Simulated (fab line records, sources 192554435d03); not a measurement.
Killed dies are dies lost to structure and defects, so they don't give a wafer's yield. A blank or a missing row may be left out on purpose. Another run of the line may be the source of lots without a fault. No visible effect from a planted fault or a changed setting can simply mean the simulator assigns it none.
Chamber matching || flow n5-finfet || cmp-02 running N5_GATE_CUT_CMP_61: 4 sister chambers
The step polishes, stops on SiNx, t overpolish 3 s. 14 wafers are shown with their chamber, then 7 later ones without.

EACH WAFER AND ITS CHAMBER
{"wafer": "L076.2", "chamber": 3, "motor-current-A (A)": 11.9, "slurry-flow-ml-min": 150.2, "slurry-filter-dp-kPa (kPa)": 13.55}
{"wafer": "L076.4", "chamber": 1, "motor-current-A (A)": 14.0, "slurry-flow-ml-min": 149.6, "slurry-filter-dp-kPa (kPa)": 13.62}
{"wafer": "L076.5", "chamber": 1, "motor-current-A (A)": 13.9, "slurry-flow-ml-min": 150.4, "slurry-filter-dp-kPa (kPa)": 13.56}
{"wafer": "L078.4", "chamber": 3, "motor-current-A (A)": 12.0, "slurry-flow-ml-min": 150.1, "slurry-filter-dp-kPa (kPa)": 13.52}
{"wafer": "L078.5", "chamber": 2, "motor-current-A (A)": 10.3, "slurry-flow-ml-min": 150.6, "slurry-filter-dp-kPa (kPa)": 13.46}
{"wafer": "L078.6", "chamber": 1, "motor-current-A (A)": 14.0, "slurry-flow-ml-min": 149.7, "slurry-filter-dp-kPa (kPa)": 13.64}
{"wafer": "L087.2", "chamber": 1, "motor-current-A (A)": 13.9, "slurry-flow-ml-min": 149.9, "slurry-filter-dp-kPa (kPa)": 13.49}
{"wafer": "L087.3", "chamber": 0, "motor-current-A (A)": 12.2, "slurry-flow-ml-min": 150.6, "slurry-filter-dp-kPa (kPa)": 13.50}
{"wafer": "L087.6", "chamber": 0, "motor-current-A (A)": 12.2, "slurry-flow-ml-min": 150.4, "slurry-filter-dp-kPa (kPa)": 13.57}
{"wafer": "L090.1", "chamber": 2, "motor-current-A (A)": 10.2, "slurry-flow-ml-min": 150.3, "slurry-filter-dp-kPa (kPa)": 13.77}
{"wafer": "L090.2", "chamber": 0, "motor-current-A (A)": 11.4, "slurry-flow-ml-min": 150.1, "slurry-filter-dp-kPa (kPa)": 13.47}
{"wafer": "L090.6", "chamber": 1, "motor-current-A (A)": 13.7, "slurry-flow-ml-min": 150.2, "slurry-filter-dp-kPa (kPa)": 13.49}
{"wafer": "L093.1", "chamber": 3, "motor-current-A (A)": 12.0, "slurry-flow-ml-min": 150.5, "slurry-filter-dp-kPa (kPa)": 13.44}
{"wafer": "L093.2", "chamber": 0, "motor-current-A (A)": 12.0, "slurry-flow-ml-min": 149.9, "slurry-filter-dp-kPa (kPa)": 13.50}

SIGNATURES (means of the wafers above)
{"reading": "motor-current-A", "chamber 0": 11.950, "chamber 1": 13.900, "chamber 2": 10.250, "chamber 3": 11.967, "scatter within a chamber": 0.224}
{"reading": "slurry-flow-ml-min", "chamber 0": 150.250, "chamber 1": 149.960, "chamber 2": 150.450, "chamber 3": 150.267, "scatter within a chamber": 0.296}
{"reading": "slurry-filter-dp-kPa", "chamber 0": 13.5100, "chamber 1": 13.5600, "chamber 2": 13.6150, "chamber 3": 13.5033, "scatter within a chamber": 0.0893}
Rule: distance of a wafer from a chamber = root of the sum over the readings of ((wafer's reading minus chamber's mean) / reading's scatter) squared. The wafer belongs to the nearest chamber; if the next one is less than 2 further off, it can't be placed. The scatter: the root of (the sum of the squares of (reading less its chamber's mean) over the shown wafers, divided by (wafers less chambers)).

WAFERS WITHOUT THEIR CHAMBER
{"wafer": "L093.6", "motor-current-A (A)": 10.3, "slurry-flow-ml-min": 150.1, "slurry-filter-dp-kPa (kPa)": 13.36}
{"wafer": "L095.2", "motor-current-A (A)": 12.5, "slurry-flow-ml-min": 150.9, "slurry-filter-dp-kPa (kPa)": 13.40}
{"wafer": "L095.3", "motor-current-A (A)": 12.0, "slurry-flow-ml-min": 150.1, "slurry-filter-dp-kPa (kPa)": 13.27}
{"wafer": "L095.5", "motor-current-A (A)": 9.9, "slurry-flow-ml-min": 150.2, "slurry-filter-dp-kPa (kPa)": 13.83}
{"wafer": "L097.4", "motor-current-A (A)": 13.8, "slurry-flow-ml-min": 149.7, "slurry-filter-dp-kPa (kPa)": 13.45}
{"wafer": "L097.5", "motor-current-A (A)": 12.3, "slurry-flow-ml-min": 149.5, "slurry-filter-dp-kPa (kPa)": 13.59}
{"wafer": "L097.6", "motor-current-A (A)": 11.7, "slurry-flow-ml-min": 150.2, "slurry-filter-dp-kPa (kPa)": 13.38}

WHICH CHAMBER EACH ONE RAN IN
{"wafer": "L093.6", "from the rows above": 2, "in truth": 2}
{"wafer": "L095.2", "from the rows above": "can't be placed: 3 or 0", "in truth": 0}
{"wafer": "L095.3", "from the rows above": "can't be placed: 3 or 0", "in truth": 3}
{"wafer": "L095.5", "from the rows above": 2, "in truth": 2}
{"wafer": "L097.4", "from the rows above": 1, "in truth": 1}
{"wafer": "L097.5", "from the rows above": "can't be placed: 0 or 3", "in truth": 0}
{"wafer": "L097.6", "from the rows above": "can't be placed: 3 or 0", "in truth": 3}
3 of 7 placed correctly. Not placeable from these rows: 4 (in 4, the candidates include the true chamber). Wrongly placed: 0.
